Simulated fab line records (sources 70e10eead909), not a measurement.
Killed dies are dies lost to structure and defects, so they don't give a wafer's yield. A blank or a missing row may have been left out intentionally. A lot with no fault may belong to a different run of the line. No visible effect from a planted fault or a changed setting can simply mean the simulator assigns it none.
fab line records ; flow nand-harc
record: lots: 6; wafers: 18; last-day: 23
route steps=1159 shown P_M2@330
lots that met no fault: from a run of the same line without faults
start-h: start of the lot's first displayed wafer, in hours after the record's first day ; wait-h: hours from the lot's prior step to this one ; " the same as in the row above ; L1.1+2: a row that stands for several wafers ; - value missing, or start not given ; * or withheld: withheld ; < > ~ a bound
route shown NAME@n: a module of which the file shows steps, and the number in the route of the first ; usual: the fault-free wafers' mean and standard deviation ; same: alike in all rows ; chamber/n: place in a boat ; sites: readings site by site ; _std_site: the values' standard deviation ; _edge_site: mean of outer sites minus mean of inner sites ; radius-mm: for every site, how far away it sits from the centre of the wafer ; mask NAME#n: copy n ; behind: the last tool/chamber to shape the wafer ; hold: the reason the lot was held/the length of the hold in hours/how it ended ; device: whichever transistor did not switch (one of n, p or np) ; end of line: at the end of the route, the tests of the same wafers ; for a step that has no rows: nothing shown but its recipe ; killed: count of dies lost to structure and defects at first sort (not the wafer's yield) ; map: shows each die of a wafer: x if killed, . if not, _ if none is there
set.NAME: the setting that was run; set.NAME@STEP: the one run at that earlier step ; model.NAME: the simulator's own value behind a step, which no gauge read
certain route steps with their lots: each step a table, each wafer a row
services: the hour from which a tool's chamber was out of use, counted from the record's first day as start-h (under 0 if before that day), plus the number of hours and why
== steps ==
step: NHARC_P_M2_INSPECT_11
usual: raw-defect-count: 4.0/2.1
lot.wafer;tool;chamber;start-h;wait-h;raw-defect-count
L542.2;defect-inspect-01;-;124.57;0.0;4
L542.3;defect-inspect-01;-;124.57;0.0;6
L542.4;defect-inspect-01;-;124.57;0.0;7
L543.1;defect-inspect-01;-;126.66;0.0;4
L543.5;defect-inspect-01;-;126.66;0.0;3
L543.6;defect-inspect-01;-;126.66;0.0;2
L549.2;defect-inspect-02;-;160.66;0.0;4
L549.5;defect-inspect-02;-;160.66;0.0;4
L549.6;defect-inspect-02;-;160.66;0.0;1
L548.1;defect-inspect-02;-;162.32;0.0;4
L548.3;defect-inspect-02;-;162.32;0.0;3
L548.4;defect-inspect-02;-;162.32;0.0;3
L560.1;defect-inspect-01;-;229.28;0.0;5
L560.4;defect-inspect-01;-;229.28;0.0;2
L560.5;defect-inspect-01;-;229.28;0.0;2
L561.1;defect-inspect-01;-;235.26;0.0;2
L561.2;defect-inspect-01;-;235.26;0.0;5
L561.5;defect-inspect-01;-;235.26;0.0;5
step: NHARC_P_M2_DESCUM_14
recipe: time-s: 3; o2-flow-sccm: 200; ar-flow-sccm: 0; bias-power-w: 0; chemistry: O2
step: NHARC_P_M2_ETCH_35
recipe: target-depth-a: 400; overetch-a: 120; time-s: 43.94; ion-energy-ev: 200; n2-flow-sccm: 150; h2-flow-sccm: 150; ar-flow-sccm: 0; rf-w: 400; bias-w: 150; chemistry: N2/H2
step: NHARC_P_M2_ETCH_15
recipe: target-depth-a: 1825; time-s: 91.2; c4f8-flow-sccm: withheld; ar-flow-sccm: 400; rf-w: 600; bias-w: 300; chemistry: C4F8/Ar
usual: oes-product-au: 0.955/0.024; rf-vpp-V: 442.5/2.3
lot.wafer;tool;chamber;start-h;wait-h;oes-product-au;rf-hours-counter-h;rf-vpp-V
L542.2;rie-diel-13;2;-;-;0.974;0;441.4
L542.4;rie-diel-13;3;-;-;0.999;0;446.5
L542.3;rie-diel-13;0;-;-;0.987;1;443.1
L543.1;rie-diel-13;3;-;-;0.958;1;444.0
L543.6;rie-diel-13;1;-;-;0.982;-;442.7
L543.5;rie-diel-13;2;-;-;0.980;-;443.8
L549.2;rie-diel-13;3;-;-;0.971;2;444.1
L549.5;rie-diel-13;2;-;-;0.965;-;442.7
L549.6;rie-diel-13;3;-;-;0.979;-;443.8
L548.4;rie-diel-13;0;-;-;0.961;2;442.2
L548.1;rie-diel-13;1;-;-;0.990;2;441.8
L548.3;rie-diel-13;2;-;-;0.979;2;441.9
L560.1;rie-diel-13;1;-;-;0.919;4;443.3
L560.4;rie-diel-13;0;-;-;0.925;4;440.7
L560.5;rie-diel-13;1;-;-;0.940;-;441.4
L561.1;rie-diel-13;0;-;-;0.934;5;441.5
L561.2;rie-diel-13;2;-;-;0.942;5;441.6
L561.5;rie-diel-13;2;-;-;0.934;-;443.0
step: NHARC_P_M2_CD_MEAS_16
usual: cd-nm: 170.1/0.8
lot.wafer;tool;chamber;start-h;wait-h;cd-nm
L542.2;cd-sem-03;-;124.94;-;169.4
L542.3;cd-sem-03;-;124.94;-;170.2
L542.4;cd-sem-03;-;124.94;-;169.4
L543.1;cd-sem-01;-;127.02;-;169.9
L543.5;cd-sem-01;-;127.02;-;169.6
L543.6;cd-sem-01;-;127.02;-;169.3
L549.2;cd-sem-01;-;161.03;-;170.0
L549.5;cd-sem-01;-;161.03;-;170.4
L549.6;cd-sem-01;-;161.03;-;171.1
L548.1;cd-sem-03;-;162.70;-;168.3
L548.3;cd-sem-03;-;162.70;-;170.9
L548.4;cd-sem-03;-;162.70;-;169.8
L560.1;cd-sem-03;-;229.72;-;169.7
L560.4;cd-sem-03;-;229.72;-;169.3
L560.5;cd-sem-03;-;229.72;-;169.9
L561.1;cd-sem-02;-;235.66;-;170.2
L561.2;cd-sem-02;-;235.66;-;170.4
L561.5;cd-sem-02;-;235.66;-;169.7
step: NHARC_P_M2_STRIP_18
recipe: power-w: 1000; n2-flow-sccm: 150; h2-flow-sccm: 150; ar-flow-sccm: 0; bias-w: 0; chemistry: N2/H2
usual: drypump-motor-current-A: 5.8/0.36; oes-product-au: 1.006/0.0088; rf-vpp-V: 90.9/0.91; showerhead-plenum-p-Torr: 2.11/0.076; throttle-valve-pct: 14.173/0.0092
lot.wafer;tool;chamber;start-h;wait-h;drypump-motor-current-A;oes-product-au;rf-hours-counter-h;rf-vpp-V;showerhead-plenum-p-Torr;throttle-valve-pct
L542.2;rie-diel-13;2;125.01;0.1;5.5;1.012;1;91.2;2.09;14.166
L542.4;rie-diel-13;0;125.01;0.1;5.7;1.011;1;90.4;2.06;14.177
L542.3;rie-diel-13;1;125.01;0.1;6.2;1.025;1;91.7;2.12;14.176
L543.1;rie-diel-10;0;127.15;0.1;5.7;0.997;20;91.6;2.20;14.166
L543.5;rie-diel-10;2;127.15;0.1;6.7;0.990;-;90.5;2.17;14.182
L543.6;rie-diel-10;3;127.15;0.1;5.5;0.989;-;90.4;2.07;14.160
L549.2;rie-diel-13;3;161.18;0.1;5.6;1.007;2;91.9;2.19;14.175
L549.6;rie-diel-13;0;161.18;0.1;5.7;1.010;-;91.9;2.06;14.167
L549.5;rie-diel-13;1;161.18;0.1;6.2;1.004;-;89.8;2.12;14.171
L548.1;rie-diel-13;2;162.79;0.1;5.5;1.017;2;92.4;2.09;14.159
L548.3;rie-diel-13;3;162.79;0.1;5.6;1.003;2;91.1;2.19;14.175
L548.4;rie-diel-13;1;162.79;0.1;6.2;1.015;2;91.1;2.12;14.166
L560.1;rie-diel-13;2;229.94;0.2;5.5;1.005;4;92.9;2.09;14.173
L560.4;rie-diel-13;3;229.94;0.2;5.6;1.013;-;92.4;2.19;14.177
L560.5;rie-diel-13;2;229.94;0.2;5.5;1.014;-;90.5;2.09;14.178
L561.2;rie-diel-13;2;235.77;0.1;5.5;1.008;5;91.6;2.09;14.167
L561.1;rie-diel-13;3;235.77;0.1;5.6;1.013;5;92.0;2.19;14.163
L561.5;rie-diel-13;3;235.77;0.1;5.6;1.013;-;91.0;2.19;14.174
step: NHARC_P_M2_ETCH_28
recipe: target-depth-a: 300; over-etch-frac: 0.3; time-s: 72.99; ion-energy-ev: 150; cf4-flow-sccm: 50; n2-flow-sccm: 100; ar-flow-sccm: 150; rf-w: 300; bias-w: 100; chemistry: CF4/N2
step: NHARC_P_M2_STRIP_19
recipe: time-s: 600; temp-c: 30; chemistry: post-etch-residue-remover
step: NHARC_P_M2_DEGAS_29
recipe: temp-c: 250; time-s: 60
step: NHARC_P_M2_PRE_CLEAN_30
recipe: time-s: 30; temp-c: 280; gas: H2/He
usual: heater-power-w: 413/58
lot.wafer;tool;chamber;start-h;wait-h;heater-power-w
L542.3;pvd-sputter-01;-;-;-;389
L542.4;pvd-sputter-01;-;-;-;421
L542.2;pvd-sputter-01;-;-;-;421
L543.1;pvd-sputter-02;-;-;-;392
L543.6;pvd-sputter-02;-;-;-;439
L543.5;pvd-sputter-02;-;-;-;357
L549.2;pvd-sputter-03;-;-;-;361
L549.5;pvd-sputter-03;-;-;-;482
L549.6;pvd-sputter-03;-;-;-;365
L548.3;pvd-sputter-02;-;-;-;439
L548.4;pvd-sputter-02;-;-;-;348
L548.1;pvd-sputter-02;-;-;-;389
L560.1;pvd-sputter-01;-;-;-;421
L560.4;pvd-sputter-01;-;-;-;581
L560.5;pvd-sputter-01;-;-;-;383
L561.2;pvd-sputter-03;-;-;-;443
L561.1;pvd-sputter-03;-;-;-;407
L561.5;pvd-sputter-03;-;-;-;449
step: NHARC_P_M2_PVD_20
recipe: target-thk-a: 50; bias-v: 168.6; power-w: 15000; chamber-pressure-pa: 0.12; time-s: 8.06; substrate-temp-c: 50; material: TaN
step: NHARC_P_M2_PVD_21
recipe: target-thk-a: 300; chamber-pressure-pa: 5; power-w: 5000; substrate-temp-c: 30; time-s: 20.49; material: Cu
usual: cathode-dc-power-W: 5000.0/0.95; throttle-valve-pct: 30.1/0.96
lot.wafer;tool;chamber;start-h;wait-h;cathode-dc-power-W;throttle-valve-pct
L542.2;pvd-sputter-01;-;-;-;5002.0;30.9
L542.4;pvd-sputter-01;-;-;-;4999.5;30.8
L542.3;pvd-sputter-01;-;-;-;5000.8;30.2
L543.1;pvd-sputter-02;-;-;-;5000.4;30.1
L543.5;pvd-sputter-02;-;-;-;5000.2;29.8
L543.6;pvd-sputter-02;-;-;-;4999.1;29.5
L549.2;pvd-sputter-03;-;-;-;4999.9;31.1
L549.6;pvd-sputter-03;-;-;-;5000.0;29.6
L549.5;pvd-sputter-03;-;-;-;5000.3;31.2
L548.4;pvd-sputter-02;-;-;-;4998.6;28.6
L548.3;pvd-sputter-02;-;-;-;5000.9;29.7
L548.1;pvd-sputter-02;-;-;-;4999.9;28.5
L560.1;pvd-sputter-01;-;-;-;4999.2;30.1
L560.4;pvd-sputter-01;-;-;-;5000.0;30.2
L560.5;pvd-sputter-01;-;-;-;5000.4;30.1
L561.2;pvd-sputter-03;-;-;-;5000.5;31.1
L561.1;pvd-sputter-03;-;-;-;4998.5;31.2
L561.5;pvd-sputter-03;-;-;-;4997.7;29.7
step: NHARC_P_M2_ECD_22
recipe: target-thk-a: 4000; bath-temp-c: 25; material: Cu
usual: bath-heat-duty-pct: 6.3/0.89; bath-temp-c: 24.99/0.092
lot.wafer;tool;chamber;start-h;wait-h;bath-heat-duty-pct;bath-temp-c
L542.2;ecd-cu-01;0;126.07;-;6.2;25.02
L542.4;ecd-cu-01;1;126.07;-;6.5;24.87
L542.3;ecd-cu-01;0;126.07;-;5.9;25.12
L543.1;ecd-cu-01;0;128.10;-;5.0;25.02
L543.5;ecd-cu-01;0;128.10;-;6.0;24.98
L543.6;ecd-cu-01;1;128.10;-;6.8;25.05
L549.2;ecd-cu-02;0;162.11;-;-;-
L549.6;ecd-cu-02;0;162.11;-;-;-
L549.5;ecd-cu-02;1;162.11;-;-;-
L548.1;ecd-cu-01;0;163.85;-;-;-
L548.4;ecd-cu-01;1;163.85;-;-;-
L548.3;ecd-cu-01;0;163.85;-;-;-
L560.1;ecd-cu-01;0;231.65;-;6.7;24.90
L560.4;ecd-cu-01;1;231.65;-;7.7;24.99
L560.5;ecd-cu-01;0;231.65;-;5.4;25.00
L561.1;ecd-cu-01;1;236.82;-;7.1;25.04
L561.2;ecd-cu-01;0;236.82;-;6.2;24.94
L561.5;ecd-cu-01;1;236.82;-;7.2;24.97
step: NHARC_P_M2_ANNEAL_31
recipe: temp-c: 225; time-s: 90
usual: wafer_temp_C_max: 226.3/0.5
lot.wafer;tool;chamber;start-h;wait-h;wafer_temp_C_max
L542.2;rtp-anneal-02;0;126.45;-;226.0
L542.3;rtp-anneal-02;0;126.45;-;225.8
L542.4;rtp-anneal-02;0;126.45;-;225.4
L543.1;rtp-anneal-01;0;128.47;-;227.5
L543.5;rtp-anneal-01;0;128.47;-;226.7
L543.6;rtp-anneal-01;0;128.47;-;226.7
L549.2;rtp-anneal-01;0;162.54;0.4;226.9
L549.5;rtp-anneal-01;0;162.54;0.4;226.8
L549.6;rtp-anneal-01;0;162.54;0.4;226.9
L548.1;rtp-anneal-02;0;164.18;0.3;225.8
L548.3;rtp-anneal-02;0;164.18;0.3;225.9
L548.4;rtp-anneal-02;0;164.18;0.3;226.1
L560.1;rtp-anneal-01;0;232.04;0.3;227.4
L560.4;rtp-anneal-01;0;232.04;0.3;226.5
L560.5;rtp-anneal-01;0;232.04;0.3;227.5
L561.1;rtp-anneal-01;0;237.20;-;226.4
L561.2;rtp-anneal-01;0;237.20;-;226.8
L561.5;rtp-anneal-01;0;237.20;-;226.5
step: NHARC_P_M2_CMP_23
recipe: t-overpolish-s: 20; target-thk-nm: 144.3
usual: motor-current-A: 11.3/1.3; time-to-endpoint-s: 29.1/2.8
same: t-overpolish-s: 20
lot.wafer;tool;chamber;start-h;wait-h;motor-current-A;time-to-endpoint-s
L542.2;cmp-02;0;126.75;-;10.9;31.2
L542.3;cmp-02;2;126.75;-;10.3;27.6
L542.4;cmp-02;3;126.75;-;12.6;35.4
L543.1;cmp-01;0;128.90;-;13.6;23.6
L543.5;cmp-01;1;128.90;-;11.3;29.5
L543.6;cmp-01;2;128.90;-;13.7;26.8
L549.2;cmp-01;3;162.86;-;12.2;0.0
L549.6;cmp-01;2;162.86;-;13.9;0.8
L549.5;cmp-01;3;162.86;-;12.3;0.0
L548.1;cmp-02;2;164.52;-;10.4;0.0
L548.3;cmp-02;3;164.52;-;12.4;0.0
L548.4;cmp-02;0;164.52;-;11.2;0.0
L560.1;cmp-04;1;232.40;-;12.4;29.6
L560.4;cmp-04;3;232.40;-;12.0;35.1
L560.5;cmp-04;0;232.40;-;12.3;34.8
L561.1;cmp-01;1;237.55;-;10.5;31.3
L561.2;cmp-01;2;237.55;-;13.7;28.2
L561.5;cmp-01;2;237.55;-;13.9;32.7
step: NHARC_P_M2_THK_MEAS_24
recipe: thk-meas-gauge: xrf
usual: thk-nm: 144.4/1.4
lot.wafer;tool;chamber;start-h;wait-h;thk-nm
L542.2;film-metro-02;-;127.06;-;145.7
L542.3;film-metro-02;-;127.06;-;142.1
L542.4;film-metro-02;-;127.06;-;146.9
L543.1;film-metro-01;-;129.13;-;143.4
L543.5;film-metro-01;-;129.13;-;141.3
L543.6;film-metro-01;-;129.13;-;142.1
L549.2;film-metro-02;-;163.15;-;29.4
L549.5;film-metro-02;-;163.15;-;30.8
L549.6;film-metro-02;-;163.15;-;29.2
L548.1;film-metro-02;-;164.84;-;30.4
L548.3;film-metro-02;-;164.84;-;29.4
L548.4;film-metro-02;-;164.84;-;30.4
L560.1;film-metro-01;-;232.69;-;144.9
L560.4;film-metro-01;-;232.69;-;147.0
L560.5;film-metro-01;-;232.69;-;145.9
L561.1;film-metro-02;-;237.86;-;144.5
L561.2;film-metro-02;-;237.86;-;144.4
L561.5;film-metro-02;-;237.86;-;142.6
step: NHARC_P_M2_SRD_25
== services ==
tool;chamber;start-h;hours;kind
cmp-04;-;105.00;4.0;pm
rie-diel-13;0;108.00;-;clean
rie-diel-13;1;108.00;-;clean
rie-diel-10;1;108.33;12.8;repair
pvd-sputter-03;-;113.75;10.0;pm
cmp-02;-;123.36;1.9;repair
cmp-04;-;135.52;11.2;repair
pvd-sputter-03;-;137.46;9.7;repair
rie-diel-10;3;142.10;11.2;repair
cmp-02;-;148.61;4.0;pm
cmp-04;-;153.62;1.7;repair
pvd-sputter-01;-;158.00;10.0;pm
cmp-04;-;172.87;2.7;repair
rie-diel-10;-;176.58;9.0;pm
cmp-01;-;179.69;4.0;pm
ecd-cu-02;-;180.00;8.0;pm
rie-diel-13;1;193.98;6.8;repair
rie-diel-10;1;200.45;14.6;repair
rie-diel-13;-;202.31;1.1;repair
cmp-04;-;203.00;4.0;pm
rie-diel-10;3;205.37;8.3;repair
cmp-02;-;206.51;1.8;repair
pvd-sputter-02;-;214.00;10.0;pm
cmp-02;-;222.68;1.0;repair
== key ==
first-sign: step: NHARC_P_M2_ECD_22; reading: tool-record; direction: missing
effect: step: NHARC_P_M2_CMP_23; reading: time-to-endpoint-s; direction: down; sigmas: 10; usual: *; struck: *
effect: step: NHARC_P_M2_THK_MEAS_24; reading: thk-nm; direction: down; sigmas: 81; usual: 144.4; struck: 29.9
met-at NHARC_P_M2_ECD_22
struck-wafers L548.1,L548.3,L548.4,L549.2,L549.5,L549.6
later-rows-left-out L548.1,L548.3,L548.4,L549.2,L549.5,L549.6
sort-left-out L548.1,L548.3,L548.4,L549.2,L549.5,L549.6
onset-between 128.10 162.11
fault: kind: skipped-step-whole; tool: ecd-cu-01,ecd-cu-02; chamber: -; onset-h: 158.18; steps: NHARC_P_M2_ECD_22; scope: struck-lots-only
sort-left-out: the simulated sort isn't trusted on such a fault, so these wafers' sort isn't shown, and their yield isn't known
later-rows-left-out: the simulator's readings of these wafers behind a module that went badly wrong aren't trusted and aren't shown, but for the sort
